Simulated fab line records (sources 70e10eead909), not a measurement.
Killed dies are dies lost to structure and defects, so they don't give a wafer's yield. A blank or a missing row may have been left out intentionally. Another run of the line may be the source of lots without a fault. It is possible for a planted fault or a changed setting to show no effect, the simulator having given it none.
Shared-tool check | flow nand_harc | 11 lots and 33 wafers in the sample

== THE REASON FOR OPENING IT ==
On 2 of the 11 lots, a flag is raised at NHARC_A_M1_THK_MEAS_24 on the reading thk_nm. No-fault wafers: 154.3 nm, standard deviation 1.5.
Rule: a lot gets a flag if all its wafers with a number sit over 4 standard deviations from that mean, or if no wafer of it has a number. The other lots count as sound.

lot  | measured     | on            | thk_nm (nm), wafer by wafer | flag
L757 | day 23 12:37 | film_metro-01 | 155.5 154.4 156.0           |
L760 | day 24 19:19 | film_metro-01 | 29.8 29.9 31.6              | FLAGGED
L759 | day 24 23:50 | film_metro-01 | 30.4 30.8 29.4              | FLAGGED
L762 | day 26 12:07 | film_metro-01 | 152.9 153.2 150.8           |
L768 | day 28 14:06 | film_metro-02 | 156.8 153.4 154.7           |
L769 | day 28 14:38 | film_metro-01 | 152.8 155.7 152.9           |
L770 | day 28 16:23 | film_metro-01 | 155.0 156.2 153.0           |
L771 | day 29 16:49 | film_metro-01 | 153.8 155.9 155.5           |
L772 | day 29 20:17 | film_metro-02 | 151.9 153.0 153.2           |
L773 | day 30 11:35 | film_metro-02 | 156.6 154.8 157.0           |
L776 | day 31 15:29 | film_metro-02 | 155.5 154.3 153.8           |
On average the flagged lots' numbers are 30.3 nm, which is -124.0 nm against the usual, or -83 standard deviations.

== WHICH TOOL RAN EACH LOT ==
Before the reading, the record contains 3 process steps out of a 1302-step route. Cell contents, in order: the tool; ch with the chambers the sampled wafers went through; the start.
lot  | flag    | NHARC_A_M1_ETCH_28                            | NHARC_A_M1_ECD_22              | NHARC_A_M1_CMP_23
L757 |         | rie_diel-01 ch 0,2,3, day 23 11:43 or earlier | ecd_cu-02 ch 0,1, day 23 11:43 | cmp-02 ch 0,1,2, day 23 12:22
L760 | FLAGGED | rie_diel-04 ch 0,1,2, day 24 18:11 or earlier | ecd_cu-02 ch 0,1, day 24 18:11 | cmp-02 ch 0,2,3, day 24 19:05
L759 | FLAGGED | rie_diel-04 ch 0,3, day 24 22:53 or earlier   | ecd_cu-02 ch 0,1, day 24 22:53 | cmp-01 ch 0,2,3, day 24 23:34
L762 |         | rie_diel-01 ch 1,2,3, day 26 11:08 or earlier | ecd_cu-02 ch 0, day 26 11:08   | cmp-03 ch 2,3, day 26 11:50
L768 |         | rie_diel-05 ch 0,3, day 28 13:09 or earlier   | ecd_cu-02 ch 0,1, day 28 13:09 | cmp-01 ch 0,3, day 28 13:47
L769 |         | rie_diel-04 ch 0,3, day 28 13:38 or earlier   | ecd_cu-02 ch 0,1, day 28 13:38 | cmp-02 ch 0,1,2, day 28 14:22
L770 |         | rie_diel-01 ch 0,1,2, day 28 15:19 or earlier | ecd_cu-02 ch 0,1, day 28 15:19 | cmp-02 ch 0,1,3, day 28 16:05
L771 |         | rie_diel-05 ch 0,3, day 29 15:55 or earlier   | ecd_cu-02 ch 0,1, day 29 15:55 | cmp-03 ch 0,1,2, day 29 16:34
L772 |         | rie_diel-01 ch 0,1,3, day 29 19:19 or earlier | ecd_cu-02 ch 0,1, day 29 19:19 | cmp-03 ch 0,2, day 29 20:00
L773 |         | rie_diel-05 ch 2,3, day 30 10:40 or earlier   | ecd_cu-01 ch 0,1, day 30 10:40 | cmp-03 ch 1,2, day 30 11:17
L776 |         | rie_diel-05 ch 2,3, day 31 14:26 or earlier   | ecd_cu-02 ch 0,1, day 31 14:26 | cmp-03 ch 2,3, day 31 15:10
What these steps do:
- NHARC_A_M1_ETCH_28: etches the open film in CF4/N2, target depth 30 nm, time 72.99 s.
- NHARC_A_M1_ECD_22: material Cu, target thk 400 nm.
- NHARC_A_M1_CMP_23: polishes, t overpolish 20 s, target thk 154.34 nm.
- NHARC_A_M1_THK_MEAS_24: measures by xrf.

== FLAGGED AGAINST TOTAL, ONE TOOL AT A TIME (gauges that did the reading follow at the end) ==
step                   | tool          | lots run | flagged | share of the flagged lots | sound lots run after its first flagged lot
NHARC_A_M1_ETCH_28     | rie_diel-01   | 4        | 0       | none                      | -
NHARC_A_M1_ETCH_28     | rie_diel-04   | 3        | 2       | all                       | 1 (L769)
NHARC_A_M1_ETCH_28     | rie_diel-05   | 4        | 0       | none                      | -
NHARC_A_M1_ECD_22      | ecd_cu-01     | 1        | 0       | none                      | -
NHARC_A_M1_ECD_22      | ecd_cu-02     | 10       | 2       | all                       | 7 (L762,L768,L769,L770,L771,L772,L776)
NHARC_A_M1_CMP_23      | cmp-01        | 2        | 1       | some                      | 1 (L768)
NHARC_A_M1_CMP_23      | cmp-02        | 4        | 1       | some                      | 2 (L769,L770)
NHARC_A_M1_CMP_23      | cmp-03        | 5        | 0       | none                      | -
NHARC_A_M1_THK_MEAS_24 | film_metro-01 | 7        | 2       | all                       | 4 (L762,L769,L770,L771)
NHARC_A_M1_THK_MEAS_24 | film_metro-02 | 4        | 0       | none                      | -
Because NHARC_A_M1_ETCH_28 lacks a start for some lots, the hours and order of its lots are taken from NHARC_A_M1_ECD_22.

== WHAT THE TABLE ALLOWS ==
rie_diel-04 at NHARC_A_M1_ETCH_28, ecd_cu-02 at NHARC_A_M1_ECD_22 and film_metro-01 at NHARC_A_M1_THK_MEAS_24: these 3 rows of the table ran every flagged lot.
- rie_diel-04 at NHARC_A_M1_ETCH_28 ran 3 lots, 2 of them flagged. Sound lots ran on it after the first flagged one (L769), which a lasting fault on the whole tool wouldn't allow.
- ecd_cu-02 at NHARC_A_M1_ECD_22 ran 10 lots, 2 of them flagged. Sound lots ran on it after the first flagged one (L762, L768, L769, L770, L771, L772, L776), which a lasting fault on the whole tool wouldn't allow. On the flagged lots its readings are blank where sound lots have values: bath_heat_duty_pct, bath_temp_c.
- film_metro-01 at NHARC_A_M1_THK_MEAS_24 ran 7 lots, 2 of them flagged. Sound lots ran on it after the first flagged one (L762, L769, L770, L771), which a lasting fault on the whole tool wouldn't allow.
Not one row of the table ran every flagged lot while running no sound lot after the first.

== WHAT THE SIMULATOR PUT IN ==
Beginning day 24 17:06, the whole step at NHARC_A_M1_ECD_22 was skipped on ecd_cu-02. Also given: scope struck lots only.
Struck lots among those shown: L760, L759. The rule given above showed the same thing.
